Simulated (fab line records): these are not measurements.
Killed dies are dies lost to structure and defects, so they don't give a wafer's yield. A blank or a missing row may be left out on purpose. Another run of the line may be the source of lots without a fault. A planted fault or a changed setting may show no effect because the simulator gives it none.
Split-lot study + flow n5-finfet + 7 lots, 39 wafers read, on a route of 1938 steps

== SPLIT DETAILS ==
At N5_HKMG_FIN_EXPOSE_09 (exposes mask NWFM), the setting dose-mj was moved away from the recipe's 39.25 on 15 of the 39 wafers read, by -4.7% to +6.6%. This setting was run at the recipe's value on the other wafers.

== FROM THE SPLIT TO THE READING: what the file shows between them, 2 steps ==
- N5_HKMG_FIN_PEB_10: peb time 60 s
- N5_HKMG_FIN_DEVELOP_11: develop time 30 s

== THE READING ==
cd-nm at N5_HKMG_FIN_CD_MEAS_12, given in nm (cd target 92.8 nm). Typical for fault-free wafers on this fab line: 93.2 nm, with standard deviation 1 nm.

| wafer  | tool, chamber at the split | dose-mj as run | against the recipe | cd-nm, nm | against lot-mates on the recipe |
|--------|----------------------------|----------------|--------------------|-----------|---------------------------------|
| L074.1 | arfi-scanner-02, 0         | 39.25          | recipe             | 92.4      | -                               |
| L074.2 | arfi-scanner-02, 0         | 39.25          | recipe             | 92.7      | -                               |
| L074.3 | arfi-scanner-02, 0         | 39.25          | recipe             | 92.5      | -                               |
| L074.4 | arfi-scanner-02, 0         | 39.25          | recipe             | 92.7      | -                               |
| L074.5 | arfi-scanner-02, 0         | 39.25          | recipe             | 92.0      | -                               |
| L074.6 | arfi-scanner-02, 0         | 39.25          | recipe             | 92.4      | -                               |
| L077.1 | arfi-scanner-03, 0         | 41.85          | +6.6%              | 96.8      | +4.2                            |
| L077.2 | arfi-scanner-03, 0         | 41.85          | +6.6%              | 97.1      | +4.5                            |
| L077.3 | arfi-scanner-03, 0         | 39.25          | recipe             | 93.3      | -                               |
| L077.4 | arfi-scanner-03, 0         | 39.25          | recipe             | 91.5      | -                               |
| L077.5 | arfi-scanner-03, 0         | 41.85          | +6.6%              | 97.0      | +4.4                            |
| L077.6 | arfi-scanner-03, 0         | 39.25          | recipe             | 93.0      | -                               |
| L083.1 | arfi-scanner-01, 0         | 40.88          | +4.2%              | 96.9      | +3.5                            |
| L083.2 | arfi-scanner-01, 0         | 40.88          | +4.2%              | 96.9      | +3.5                            |
| L083.3 | arfi-scanner-01, 0         | 39.25          | recipe             | 94.4      | -                               |
| L083.4 | arfi-scanner-01, 0         | 39.25          | recipe             | 92.6      | -                               |
| L083.5 | arfi-scanner-01, 0         | 40.88          | +4.2%              | 97.1      | +3.7                            |
| L083.6 | arfi-scanner-01, 0         | 39.25          | recipe             | 93.1      | -                               |
| L084.1 | arfi-scanner-03, 0         | 39.25          | recipe             | 93.2      | -                               |
| L084.2 | arfi-scanner-03, 0         | 39.25          | recipe             | 93.8      | -                               |
| L084.3 | arfi-scanner-03, 0         | 39.25          | recipe             | 94.8      | -                               |
| L085.1 | arfi-scanner-01, 0         | 37.4           | -4.7%              | 88.7      | -3.7                            |
| L085.2 | arfi-scanner-01, 0         | 37.4           | -4.7%              | 89.5      | -2.9                            |
| L085.3 | arfi-scanner-01, 0         | 39.25          | recipe             | 92.1      | -                               |
| L085.4 | arfi-scanner-01, 0         | 39.25          | recipe             | 92.4      | -                               |
| L085.5 | arfi-scanner-01, 0         | 37.4           | -4.7%              | 87.8      | -4.6                            |
| L085.6 | arfi-scanner-01, 0         | 39.25          | recipe             | 92.6      | -                               |
| L087.1 | arfi-scanner-03, 0         | 39.25          | recipe             | 94.8      | -                               |
| L087.2 | arfi-scanner-03, 0         | 39.25          | recipe             | 93.5      | -                               |
| L087.3 | arfi-scanner-03, 0         | 41.11          | +4.7%              | 97.4      | +3.6                            |
| L087.4 | arfi-scanner-03, 0         | 41.11          | +4.7%              | 96.7      | +2.9                            |
| L087.5 | arfi-scanner-03, 0         | 39.25          | recipe             | 93.1      | -                               |
| L087.6 | arfi-scanner-03, 0         | 41.11          | +4.7%              | 96.2      | +2.4                            |
| L088.1 | arfi-scanner-03, 0         | 38.34          | -2.3%              | 92.7      | -0.3                            |
| L088.2 | arfi-scanner-03, 0         | 39.25          | recipe             | 92.4      | -                               |
| L088.3 | arfi-scanner-03, 0         | 39.25          | recipe             | 93.4      | -                               |
| L088.4 | arfi-scanner-03, 0         | 38.34          | -2.3%              | 92.1      | -0.9                            |
| L088.5 | arfi-scanner-03, 0         | 39.25          | recipe             | 93.3      | -                               |
| L088.6 | arfi-scanner-03, 0         | 38.34          | -2.3%              | 92.5      | -0.5                            |

THE FIT
A straight line over all 39 wafers: cd-nm changes by +0.737 nm for each +1% of dose-mj; r = +0.92; the points scatter about the line by 0.9 nm.
The same after taking each lot's own level away (the mean of its wafers on the recipe; 39 wafers): +0.686 nm for each +1%; r = +0.95; scatter 0.65 nm.
That fit puts the effect of the largest move of dose-mj on the reading at 4.5 nm.
Across the lots, their own levels run from 92.37 to 93.93 nm, a range of 1.6 times the standard deviation given above.
The two slopes are in agreement: the lot-to-lot level therefore moves the slope only a little.
Check: +4.67 nm against its lot-mates is what the line predicts for one of the wafers moved furthest among these (+6.6%) when that wafer is left out of the fit. Against them it came out at +4.2 nm.

== FURTHER SPLITS ON THESE WAFERS ==
These wafers also went through other splits before the reading. Each is held against what the fit with the lots' levels taken away leaves over:
| other split on the same wafers  | wafers away from the commonest value | r with cd-nm (lot level and that fit taken away) |
|---------------------------------|--------------------------------------|--------------------------------------------------|
| N5_FIN_SAQP_FIN_ETCH_36 bias-w  | 18                                   | +0.18                                            |
| N5_DUMMY_GATE_EXPOSE_12 dose-mj | 9                                    | -0.01                                            |
| N5_SD_EPI_N_SD_RECESS_17 time-s | 18                                   | -0.24                                            |

== THE FILE'S OWN FIT ==
cd-nm changes by +0.689 nm for each +1% of dose-mj, r = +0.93.
